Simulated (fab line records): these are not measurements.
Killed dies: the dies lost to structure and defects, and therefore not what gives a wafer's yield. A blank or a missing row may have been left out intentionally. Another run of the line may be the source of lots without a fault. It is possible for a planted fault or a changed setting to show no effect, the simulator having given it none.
Tool commonality check | flow nand-harc | Sampled: 9 lots, 25 wafers

== WHAT PROMPTED THE OPENING ==
On 2 of the 9 lots, a flag is raised at NHARC_A_CHANNEL_HOLE_D1_CD_MEAS_10 on the reading cd-nm. Fault-free wafers read 99.8 nm, with a standard deviation of 0.61.
Rule: a lot is flagged when every wafer of it that has a number lies more than 4 standard deviations from that mean, or none has a number. The rest of the lots are taken to be sound.

lot  | measured     | on        | cd-nm (nm), wafer by wafer | flag
L379 | day 8 14:54  | cd-sem-02 | 99.8 99.8 99.5             |
L382 | day 9 11:39  | cd-sem-02 | 99.1 98.8 99.2             |
L384 | day 10 16:41 | cd-sem-02 | 99.3 99.0 99.5             |
L391 | day 11 23:59 | cd-sem-01 | 117.0 116.8                | FLAGGED
L392 | day 12 01:38 | cd-sem-01 | 117.0 117.1                | FLAGGED
L393 | day 12 07:07 | cd-sem-01 | 100.0 100.5 99.7           |
L394 | day 12 16:11 | cd-sem-02 | 98.9 100.1 99.5            |
L395 | day 13 07:34 | cd-sem-03 | 99.4 100.4 99.8            |
L399 | day 13 17:21 | cd-sem-01 | 99.6 99.4 100.5            |
The numbers of the flagged lots are 117.0 nm on average: +17.2 nm against the usual, or +28 standard deviations.

== WHICH TOOL RAN EACH LOT ==
The record holds 3 process steps before the reading, out of a route of 1159 steps. In each cell: the tool, then ch and the chambers that the sampled wafers went through, then the start.
lot  | flag    | NHARC_P_BONDPAD_ACTIVATE_29        | NHARC_A_ZERO_WELL_ETCH_13        | NHARC_A_CHANNEL_HOLE_D1_PEB_08
L379 |         | rie-diel-04 ch 1,2,3, day 6 22:15  | rie-si-05 ch 0,2,3, day 6 23:53  | litho-track-06 ch 0, day 8 14:49
L382 |         | rie-diel-04 ch 0,1,2, day 7 20:22  | rie-si-03 ch 0,1,3, day 7 21:53  | litho-track-06 ch 0, day 9 11:34
L384 |         | rie-diel-04 ch 2,3, day 8 15:52    | rie-si-03 ch 0,1, day 8 17:28    | litho-track-06 ch 0, day 10 16:36
L391 | FLAGGED | rie-diel-04 ch 1, day 10 07:01     | rie-si-05 ch 0, day 10 08:33     | litho-track-06 ch 0, day 11 23:54
L392 | FLAGGED | rie-diel-04 ch 3, day 10 07:17     | rie-si-03 ch 2, day 10 08:56     | litho-track-06 ch 0, day 12 01:33
L393 |         | rie-diel-12 ch 0,2, day 10 16:06   | rie-si-02 ch 1,2,3, day 10 17:45 | litho-track-04 ch 0, day 12 07:02
L394 |         | rie-diel-04 ch 1,2,3, day 11 00:55 | rie-si-03 ch 1,2,3, day 11 02:31 | litho-track-04 ch 0, day 12 16:05
L395 |         | rie-diel-04 ch 0,1,2, day 11 15:41 | rie-si-02 ch 1,3, day 11 17:17   | litho-track-04 ch 0, day 13 07:29
L399 |         | rie-diel-04 ch 0,1, day 11 23:04   | rie-si-05 ch 1,2, day 12 00:40   | litho-track-04 ch 0, day 13 17:16
What these steps do:
- NHARC_P_BONDPAD_ACTIVATE_29: chemistry N2, time 60 s.
- NHARC_A_ZERO_WELL_ETCH_13: etches the open film in HBr/Cl2, target depth 120 nm, time 40.1 s.
- NHARC_A_CHANNEL_HOLE_D1_PEB_08: peb time 65 s.
- NHARC_A_CHANNEL_HOLE_D1_CD_MEAS_10: target cd 100 nm.

== FLAGGED AGAINST TOTAL, ONE TOOL AT A TIME (gauges that did the reading follow at the end) ==
step                               | tool           | lots run | flagged | share of the flagged lots | sound lots run after its first flagged lot
NHARC_P_BONDPAD_ACTIVATE_29        | rie-diel-04    | 8        | 2       | all                       | 3 (L394,L395,L399)
NHARC_P_BONDPAD_ACTIVATE_29        | rie-diel-12    | 1        | 0       | none                      | -
NHARC_A_ZERO_WELL_ETCH_13          | rie-si-02      | 2        | 0       | none                      | -
NHARC_A_ZERO_WELL_ETCH_13          | rie-si-03      | 4        | 1       | some                      | 1 (L394)
NHARC_A_ZERO_WELL_ETCH_13          | rie-si-05      | 3        | 1       | some                      | 1 (L399)
NHARC_A_CHANNEL_HOLE_D1_PEB_08     | litho-track-04 | 4        | 0       | none                      | -
NHARC_A_CHANNEL_HOLE_D1_PEB_08     | litho-track-06 | 5        | 2       | all                       | 0
NHARC_A_CHANNEL_HOLE_D1_CD_MEAS_10 | cd-sem-01      | 4        | 2       | all                       | 2 (L393,L399)
NHARC_A_CHANNEL_HOLE_D1_CD_MEAS_10 | cd-sem-02      | 4        | 0       | none                      | -
NHARC_A_CHANNEL_HOLE_D1_CD_MEAS_10 | cd-sem-03      | 1        | 0       | none                      | -

== WHAT IS ALLOWED BY THE TABLE ==
Every flagged lot was run by 3 rows of the table: rie-diel-04 at NHARC_P_BONDPAD_ACTIVATE_29, litho-track-06 at NHARC_A_CHANNEL_HOLE_D1_PEB_08 and cd-sem-01 at NHARC_A_CHANNEL_HOLE_D1_CD_MEAS_10.
- rie-diel-04 at NHARC_P_BONDPAD_ACTIVATE_29: 2 of its 8 lots flagged. Sound lots followed the first flagged one (L394, L395, L399) on it, something a lasting fault affecting the whole tool could not allow.
- litho-track-06 at NHARC_A_CHANNEL_HOLE_D1_PEB_08: 2 of its 5 lots flagged. A fault beginning between L384 (day 10 16:36), its last sound lot, and L391 (day 11 23:54), its first flagged one, fits the data.
- cd-sem-01 at NHARC_A_CHANNEL_HOLE_D1_CD_MEAS_10: 2 of its 4 lots flagged. Sound lots followed the first flagged one (L393, L399) on it, something a lasting fault affecting the whole tool could not allow.
Just one tool remains: litho-track-06 at NHARC_A_CHANNEL_HOLE_D1_PEB_08.

== WHAT THE SIMULATOR PUT IN ==
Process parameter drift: litho-track-06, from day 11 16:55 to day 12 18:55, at NHARC_A_CHANNEL_HOLE_D1_PEB_08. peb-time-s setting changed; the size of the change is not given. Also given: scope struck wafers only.
Shown lots that were struck: L391, L392. The same result came from the rule above.
